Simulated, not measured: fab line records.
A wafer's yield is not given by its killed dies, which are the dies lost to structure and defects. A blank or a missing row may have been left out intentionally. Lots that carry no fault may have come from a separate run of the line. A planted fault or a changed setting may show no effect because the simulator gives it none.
fab line records | flow n5_finfet
record: lots: 3 | wafers: 8 | last_day: 14
route steps=1938 shown SD_EPI_P@328 SD_ACTIVATION@330 ILD0@335 SDB@347 MOL_CONTACT_COAG@558 BEOL_M4@1111 PASSIVATION@1936
lots that met no fault: from a run of the same line without faults
start_h: hours from the record's opening day to when the first of the lot's shown wafers began | wait_h: time in hours since the lot's previous step | " unchanged from the row above | L1.1+2: several wafers, shown together as one row | - either no value or no given start | * or withheld: withheld | < > ~ a bound
route shown NAME@n: names a module that has steps shown in the file, with the first one's number in the route | usual: the fault-free wafers' mean and standard deviation | same: alike in all rows | chamber/n: place in a boat | sites: per-site readings | _std_site: standard deviation of those values | _edge_site: inner sites' mean taken away from outer sites' mean | radius_mm: how far each site lies from the wafer's centre | mask NAME#n: copy n | behind: the last tool/chamber to shape the wafer | hold: reason for holding the lot/hours on hold/outcome of the hold | device: the n, p or np transistor that did not switch | end of line: the same wafers' tests at the end of the route | a step given without rows: its recipe and nothing more | killed: dies lost to structure and defects at the first sort, not the wafer's yield | map: a wafer's dies, marking killed ones x, the rest . and places with no die _
set.NAME: the run value of the setting; set.NAME@STEP: its run value at that earlier step | model.NAME: the simulator's own value behind a step, which no gauge read
certain route steps with their lots: each step a table, each wafer a row
services: from which hour (start_h, from the record's first day; less than 0 if before it) a tool's chamber was out of use, for how many hours, and why
== steps ==
step: N5_SD_EPI_P_SRD_25
recipe: time_s: 30 | temp_c: 23 | rinse_liquid: diw | dry: ipa_marangoni
step: N5_SD_ACTIVATION_RTA_00
recipe: temp_c: 975 | time_s: 0 | ambient: N2 | idle_temp_c: 600 | ramp_up_c_per_s: 150 | ramp_down_c_per_s: 60 | cool_to_c: 600
step: N5_SD_ACTIVATION_LSA_01
recipe: temp_c: 1080 | time_s: 0.0008 | ambient: N2
step: N5_ILD0_LINER_00
recipe: material: SiNx | target_thk_a: 40 | temp_c: 400 | ald_precursor_family: SiH2I2 | ald_co_reactant: N2/H2-plasma | pulse_time_s: 1 | purge_time_s: 2 | co_reactant_purge_time_s: 2 | ald_cycles: 80 | pressure_torr: 2
step: N5_ILD0_FCVD_FILL_01
recipe: material: SiO2_flowable | target_thk_a: 2000 | temp_c: 100 | pressure_torr: 0.8 | rf_w: 2000 | time_s: 328.3
step: N5_ILD0_CURE_02
recipe: temp_c: 450 | time_s: 1800 | ambient: steam | idle_temp_c: 400 | ramp_up_c_per_min: 5 | ramp_down_c_per_min: 3 | densification_p_h2o_torr: 640
step: N5_ILD0_CMP_03
recipe: stop_on: SiNx | t_overpolish_s: 1.9 | post_cmp_clean: alkaline_brush | down_force_psi: 4.1491 | platen_rpm: 51.796 | pad_velocity_m_s: 1.0306 | target_thk_nm: 197.38
step: N5_ILD0_CMP_07
recipe: stop_on: poly-Si | material: SiO2_flowable | t_overpolish_s: 1.18 | post_cmp_clean: alkaline_brush | down_force_psi: 4.1491 | platen_rpm: 51.796 | pad_velocity_m_s: 1.0306 | target_thk_nm: 138.88
usual: motor_current_A: 12.6/1.3 | platen_rpm: 51.80/0.034 | retaining_ring_pressure_frac: 0.999/0.005
lot.wafer | tool   | chamber | start_h | wait_h | motor_current_A | platen_rpm | retaining_ring_pressure_frac | model.a-Si_of_DUMMY_GATE_CVD_03.thk_nm | model.SiO2_flowable_of_ILD0_FCVD_FILL_01.thk_nm
L356.3    | cmp-02 | 1       | 62.44   | 0.1    | 14.8            | 51.77      | 1.001                        | 68                                     | 139
L356.4    | "      | 2       | "       | "      | 11.3            | 51.75      | 0.995                        | 68.4                                   | 138.6
L356.5    | "      | 1       | "       | "      | 15.0            | 51.76      | 1.001                        | 69.6                                   | 139
L363.2    | cmp-02 | 3       | 104.53  | 0.1    | 10.8            | 51.84      | 1.000                        | 68.6                                   | 138.6
L363.5    | "      | 1       | "       | "      | 15.1            | 51.81      | 0.999                        | 70.4                                   | 140.6
L369.2    | cmp-03 | 0       | 138.98  | 0.2    | 12.5            | 51.78      | 0.998                        | 69.4                                   | 140.4
L369.4    | "      | 1       | "       | "      | 10.9            | 51.84      | 1.001                        | 68.6                                   | 138.6
L369.6    | "      | 3       | "       | "      | 14.3            | 51.74      | 0.996                        | 68.8                                   | 139
step: N5_ILD0_PRECLEAN_10
recipe: chemistry: NF3:NH3 | afs_cycles: 5 | time_s: 20 | temp_c: 30 | sublimation_temp_c: 180 | sublimation_time_s: 60 | pressure_torr: 3 | rf_power_w: 30
step: N5_ILD0_ALD_15
recipe: material: SiNx | target_thk_a: 240 | temp_c: 400 | ald_precursor_family: SiH2I2 | ald_co_reactant: N2/H2-plasma | pulse_time_s: 1 | ald_cycles: 480 | purge_time_s: 2 | co_reactant_purge_time_s: 2 | pressure_torr: 2
step: N5_ILD0_CMP_12
recipe: stop_on: poly-Si | material: SiNx | t_overpolish_s: 6 | post_cmp_clean: alkaline_brush | down_force_psi: 2.5 | platen_rpm: 51.8 | pad_velocity_m_s: 1.0307 | target_thk_nm: 17.67
step: N5_SDB_HM_DEP_00
recipe: material: SiNx | target_thk_a: 400 | temp_c: 400 | precursor: SiH4/NH3/N2 | pressure_torr: 1.5 | rf_w: 300 | time_s: 35.3
step: N5_SDB_COAT_03
recipe: resist: SOC | temp_c: 250 | time_s: 60 | spin_rpm: 1500 | resist_thk_nm: 100
step: N5_SDB_COAT_04
recipe: resist: SiARC | temp_c: 220 | time_s: 60 | spin_rpm: 1500 | resist_thk_nm: 18
step: N5_SDB_COAT_05
recipe: resist: CAR-ArF | spin_rpm: 1500 | resist_thk_nm: 90
step: N5_SDB_EBR_07
recipe: solvent: PGMEA | ebr_width_mm: 1.5
step: N5_SDB_SOFTBAKE_06
recipe: temp_c: 110 | time_s: 60 | resist: CAR-ArF
step: N5_SDB_EXPOSE_08
recipe: mask_id: SDB | na: 1.35 | source_shape: conventional | sigma_outer: 0.5 | polarization: unpolarized | dose_mj: 49.6
step: N5_SDB_PEB_09
recipe: peb_temp_c: withheld | peb_time_s: 60 | resist: CAR-ArF
step: N5_SDB_DEVELOP_10
recipe: develop_time_s: 30 | developer: TMAH | resist: CAR-ArF | rinse_liquid: diw | dry: air_spin | dev_temp_c: 23
step: N5_SDB_DESCUM_16
recipe: chemistry: O2 | time_s: 7.9 | source_power_w: 50 | bias_power_w: 20 | pressure_mtorr: 20 | rf_frequency_hz: 2.712e+07 | temp_c: 40 | resist: CAR-ArF | o2_flow_sccm: 225
step: N5_SDB_ETCH_17
recipe: chemistry: CF4 | target: SiARC | target_depth_a: 234 | mask_material: CAR-ArF | time_s: 39 | ion_energy_ev: 80 | pressure_mtorr: 40 | source_w: 545 | bias_w: 36 | Ar_flow_sccm: 100 | cf4_flow_sccm: 100 | ends: cleared
step: N5_SDB_ETCH_18
recipe: chemistry: N2/H2 | target: SOC | target_depth_a: 1000 | overetch_a: 200 | mask_material: SiARC | temp_c: 40 | time_s: 150 | ion_energy_ev: 200 | pressure_mtorr: 30 | source_w: 840 | bias_w: 150 | n2_flow_sccm: 200 | h2_flow_sccm: 200
step: N5_SDB_STRIP_19
recipe: chemistry: N2/H2 | temp_c: 40 | n2_flow_sccm: 200 | h2_flow_sccm: 200 | rf_frequency_hz: 6e+07
step: N5_SDB_STRIP_21
recipe: chemistry: CF4 | resist: SiARC | power_w: 300 | bias_power_w: 75 | pressure_mtorr: 50 | cf4_flow_sccm: 150 | rf_frequency_hz: 6e+07
step: N5_SDB_HM_OPEN_20
recipe: chemistry: CH3F/O2 | target: SiNx | mask_material: SOC | target_depth_a: 240 | stop_on: poly-Si | over_etch_frac: 0.4 | ion_energy_ev: 120 | pressure_mtorr: 30 | source_w: 395 | bias_w: 73 | Ar_flow_sccm: 150 | CH3F_flow_sccm: 30 | O2_flow_sccm: 20
step: N5_SDB_STRIP_22
recipe: chemistry: N2/H2 | power_w: 1000 | temp_c: 250 | h2_frac: 0.65 | overash_fraction: 0.3 | pressure_mtorr: withheld | n2_flow_sccm: 1750 | h2_flow_sccm: 3250
step: N5_SDB_PRECLEAN_23
recipe: chemistry: dHF | time_s: 30 | temp_c: 25 | dilution: withheld
step: N5_SDB_DUMMY_REMOVE_24
recipe: chemistry: TMAH | temp_c: 70 | target: poly-Si | stop_on: SiO2 | target_depth_nm: 142 | conc_wt_pct: 5 | time_s: 57 | dry: ipa_marangoni | rinse_time_s: 30 | rinse_temp_c: 23
step: N5_SDB_ETCH_25
recipe: chemistry: C4F6/O2 | target: SiO2 | target_depth_a: 100 | time_s: 3.3 | ion_energy_ev: 250 | mask_material: SiNx | pressure_mtorr: 30 | source_w: 345 | bias_w: 185 | Ar_flow_sccm: 300 | C4F6_flow_sccm: 10 | O2_flow_sccm: 10
step: N5_SDB_CUT_ETCH_26
recipe: chemistry: HBr/Cl2/O2 | target: Si | target_depth_a: 1296 | bt_time_s: 20 | mask_material: SiNx | time_s: 51.8 | ion_energy_ev: * | bias_w: * | pressure_mtorr: 10 | icp_w: 800 | HBr_flow_sccm: 150 | Cl2_flow_sccm: 80 | O2_flow_sccm: 12
step: N5_SDB_CMP_30
recipe: stop_on: poly-Si | t_overpolish_s: 1.54 | post_cmp_clean: alkaline_brush | down_force_psi: 4.1491 | platen_rpm: 51.796 | pad_velocity_m_s: 1.0306 | target_thk_nm: 30
usual: motor_current_A: 12.6/0.89 | overpolish_run_s: 1.540/0.0087 | platen_rpm: 51.80/0.037 | retaining_ring_pressure_frac: 0.999/0.0044 | time_to_endpoint_s: 17.4/1.7
lot.wafer | tool   | chamber | start_h | wait_h | motor_current_A | overpolish_run_s | platen_rpm | retaining_ring_pressure_frac | time_to_endpoint_s | model.a-Si_of_DUMMY_GATE_CVD_03.thk_nm
L356.4    | cmp-04 | 3       | 70.60   | 0.0    | 12.8            | 1.537            | 51.79      | 0.995                        | 16.2               | 63.8
L356.3    | "      | 1       | "       | "      | 11.8            | 1.536            | 51.80      | 1.001                        | 14.6               | 63.2
L356.5    | "      | 3       | "       | "      | 13.2            | 1.546            | 51.87      | 1.005                        | 17.1               | 64.8
L363.2    | cmp-03 | 0       | 112.70  | 1.5    | 12.7            | 1.522            | 51.80      | 1.001                        | 17.8               | 63.8
L363.5    | "      | 1       | "       | "      | 11.2            | 1.543            | 51.81      | 0.992                        | 15.8               | 65.6
L369.2    | cmp-01 | 3       | 147.24  | 1.4    | 13.4            | 1.550            | 51.84      | 1.008                        | 15.9               | 64.8
L369.4    | "      | 0       | "       | "      | 12.3            | 1.544            | 51.75      | 0.992                        | 19.1               | 64
L369.6    | "      | 3       | "       | "      | 12.6            | 1.538            | 51.85      | 1.004                        | 20.9               | 64.2
step: N5_MOL_CONTACT_COAG_WET_ETCH_116
recipe: chemistry: SC1-inhibited | target_depth_nm: 4.6 | dry: ipa_marangoni | rinse_time_s: 30 | rinse_temp_c: 23
lot.wafer | tool         | chamber | start_h | wait_h | model.SiO2_flowable_of_ILD0_FCVD_FILL_01.thk_nm
L356.3+5  | wet_bench-03 | 5,4     | 96.57   | 0.0    | 112
L356.4    | "            | 6       | "       | "      | 111.6
L363.2    | wet_bench-03 | 3       | 137.85  | 0.0    | 111.8
L363.5    | "            | 2       | "       | "      | 113.4
L369.2    | wet_bench-03 | 2       | 171.87  | 0.0    | 113.2
L369.4    | "            | 3       | "       | "      | 111.8
L369.6    | "            | 5       | "       | "      | 112
step: N5_BEOL_M4_RC_MEAS_101
usual: DIBL_N: 36.4/1.3 | DIBL_P: 36.5/1.7 | IOFF_N: 0.154/0.022 | IOFF_P: 0.202/0.025 | ION_N: 671/9.8 | ION_P: 460/6.8 | SS_N: 71.6/0.54 | SS_P: 73.4/0.58 | VT_N: 250.9/2.8 | VT_P: -251.4/2.7
lot.wafer | tool      | chamber | start_h | wait_h | DIBL_N[mV/V] | DIBL_P[mV/V] | IOFF_N[nA/um] | IOFF_P[nA/um] | ION_N[uA/um] | ION_P[uA/um] | SS_N[mV/dec] | SS_P[mV/dec] | VT_N[mV] | VT_P[mV]
L356.3    | prober-01 | 0       | 168.19  | 0.3    | 39.2         | 37.6         | 0.178         | 0.219         | 674          | 463          | 72.4         | 74.0         | 250.6    | -252.2
L356.4    | "         | 0       | "       | "      | 39.8         | 39.4         | 0.197         | 0.238         | 675          | 463          | 72.7         | 74.7         | 245.5    | -250.4
L356.5    | "         | 0       | "       | "      | 37.8         | 36.3         | 0.156         | 0.205         | 671          | 460          | 71.9         | 73.5         | 251.4    | -251.0
L363.2    | prober-02 | 0       | 220.21  | 0.2    | 35.4         | 34.7         | 0.159         | 0.178         | 672          | 452          | 71.6         | 72.9         | 248.4    | -255.8
L363.5    | "         | 0       | "       | "      | 35.1         | 34.2         | 0.147         | 0.174         | 666          | 449          | 71.5         | 73.8         | 252.8    | -252.6
L369.2    | prober-02 | 0       | 230.87  | 0.2    | 34.9         | 35.0         | 0.146         | 0.184         | 671          | 459          | 71.5         | 73.1         | 250.8    | -252.2
L369.4    | "         | 0       | "       | "      | 35.0         | 35.3         | 0.145         | 0.196         | 675          | 461          | 71.7         | 72.9         | 252.1    | -251.9
L369.6    | "         | 0       | "       | "      | 33.7         | 33.4         | 0.126         | 0.169         | 684          | 464          | 71.1         | 72.0         | 252.2    | -252.1
step: N5_PASSIVATION_PROBE_49
usual: defect_limited_yield: 91.1/1.3 | killed_at_M0_to_M3: 34/10 | killed_at_M4_up: 14/5.7 | killed_at_contacts: 12/5.9 | killed_at_front_end: 41/12 | killed_at_other: 4/3.1 | killed_dies: 105/15 | killed_open: 69/11 | killed_short: 35/7.8 | sort_bin_5_function: 5.3/0.81 | sort_bin_6_memory: 3.3/0.75 | sort_n_pass: 1075/15 | sort_yield_pct: 91.1/1.3
same: gross_dies: 1180 | killed_at_back_side: 0 | sort_bin_4_leakage[%]: 0 | sort_bin_8_speed[%]: 0
lot.wafer | tool      | chamber | start_h | wait_h | defect_limited_yield[%] | killed_at_M0_to_M3 | killed_at_M4_up | killed_at_contacts | killed_at_front_end | killed_at_other | killed_dies | killed_open | killed_short | sort_bin_5_function[%] | sort_bin_6_memory[%] | sort_n_pass | sort_yield_pct[%]
L369.2    | prober-02 | -       | 330.24  | 0.1    | 88.1                    | 50                 | 13              | 7                  | 64                  | 6               | 140         | 83          | 54           | 6.3                    | 5.3                  | 1040        | 88.1
L369.4    | prober-02 | -       | 330.34  | 0.2    | 90.3                    | 44                 | 22              | 3                  | 44                  | 2               | 115         | 74          | 39           | 6.6                    | 2.8                  | 1065        | 90.3
L369.6    | prober-02 | -       | 330.44  | 0.3    | 88.9                    | 44                 | 19              | 5                  | 62                  | 1               | 131         | 79          | 50           | 6.6                    | 4.2                  | 1049        | 88.9
L363.2    | prober-01 | -       | 336.55  | 0.1    | 90.5                    | 29                 | 18              | 24                 | 38                  | 3               | 112         | 81          | 31           | 5.9                    | 3.2                  | 1068        | 90.5
killed by level:class
L369.2 FIN_SAQP:geometric_particle:short=16 FIN_SAQP:geometric_particle:open=12 BEOL_M0_SAQP:geometric_particle:open=12 BEOL_M1:geometric_particle:open=11 STI_FIN_REVEAL:geometric_particle:open=9 BEOL_M0_SAQP:geometric_particle:short=8 DUMMY_GATE:geometric_particle:open=6 MOL_CONTACT_COAG:geometric_particle:open=6
L369.4 BEOL_M0_SAQP:geometric_particle:open=16 FIN_SAQP:geometric_particle:short=11 STI_FIN_REVEAL:geometric_particle:open=11 BEOL_M1:geometric_particle:open=9 BEOL_M4:geometric_particle:open=8 BEOL_M0_SAQP:geometric_particle:short=8 FIN_SAQP:geometric_particle:open=5 DUMMY_GATE:geometric_particle:open=5
L369.6 FIN_SAQP:geometric_particle:short=19 BEOL_M0_SAQP:geometric_particle:open=11 STI_FIN_REVEAL:geometric_particle:open=11 BEOL_M0_SAQP:geometric_particle:short=9 DUMMY_GATE:geometric_particle:open=8 BEOL_M3:geometric_particle:open=8 BEOL_M4:geometric_particle:open=7 BEOL_M1:geometric_particle:open=6
L363.2 MOL_CONTACT_COAG:geometric_particle:open=21 BEOL_M3:geometric_particle:open=11 FIN_SAQP:geometric_particle:open=10 BEOL_M4:geometric_particle:open=10 FIN_SAQP:geometric_particle:short=7 BEOL_M0_SAQP:geometric_particle:open=7 DUMMY_GATE:geometric_particle:open=6 STI_FIN_REVEAL:geometric_particle:open=4
== services ==
tool         | chamber | start_h | hours | kind
cmp-02       | -       | 47.75   | 3.6   | repair
cmp-01       | -       | 53.29   | 4.0   | pm
cmp-01       | -       | 57.29   | -     | consumable_replace:conditioner
cmp-01       | -       | 57.29   | -     | consumable_replace:pad
cmp-04       | -       | 64.51   | 0.4   | repair
cmp-04       | -       | 82.26   | 5.0   | pm
cmp-01       | -       | 103.32  | 4.2   | pm
cmp-03       | -       | 124.34  | 7.2   | pm
wet_bench-03 | -       | 127.29  | 1.1   | repair
cmp-02       | -       | 134.51  | 5.8   | pm
cmp-01       | -       | 138.85  | 1.5   | repair
cmp-02       | -       | 141.38  | 4.0   | pm
cmp-02       | -       | 145.38  | -     | consumable_replace:conditioner
cmp-02       | -       | 145.38  | -     | consumable_replace:pad
cmp-01       | -       | 159.35  | 8.3   | repair
== key ==
first_sign none at tools or gauges
model_effect: step: N5_ILD0_CMP_07 | value: a-Si_of_DUMMY_GATE_CVD_03.thk_nm | without: 68.8 | struck: 70.4
model_effect: step: N5_SDB_CMP_30 | value: a-Si_of_DUMMY_GATE_CVD_03.thk_nm | without: 64.2 | struck: 65.6
model_effect: step: N5_MOL_CONTACT_COAG_WET_ETCH_116 | value: SiO2_flowable_of_ILD0_FCVD_FILL_01.thk_nm | without: 112.2 | struck: 113.4
met_at N5_ILD0_CMP_07
struck_wafers L363.5
onset_between 62.44 104.53
fault: kind: process_parameter_drift | tool: cmp-02 | chamber: - | onset_h: 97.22 | steps: N5_ILD0_CMP_07 | channel: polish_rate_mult | offset: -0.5 | shape: step | end_h: 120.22 | scope: struck_wafers_only
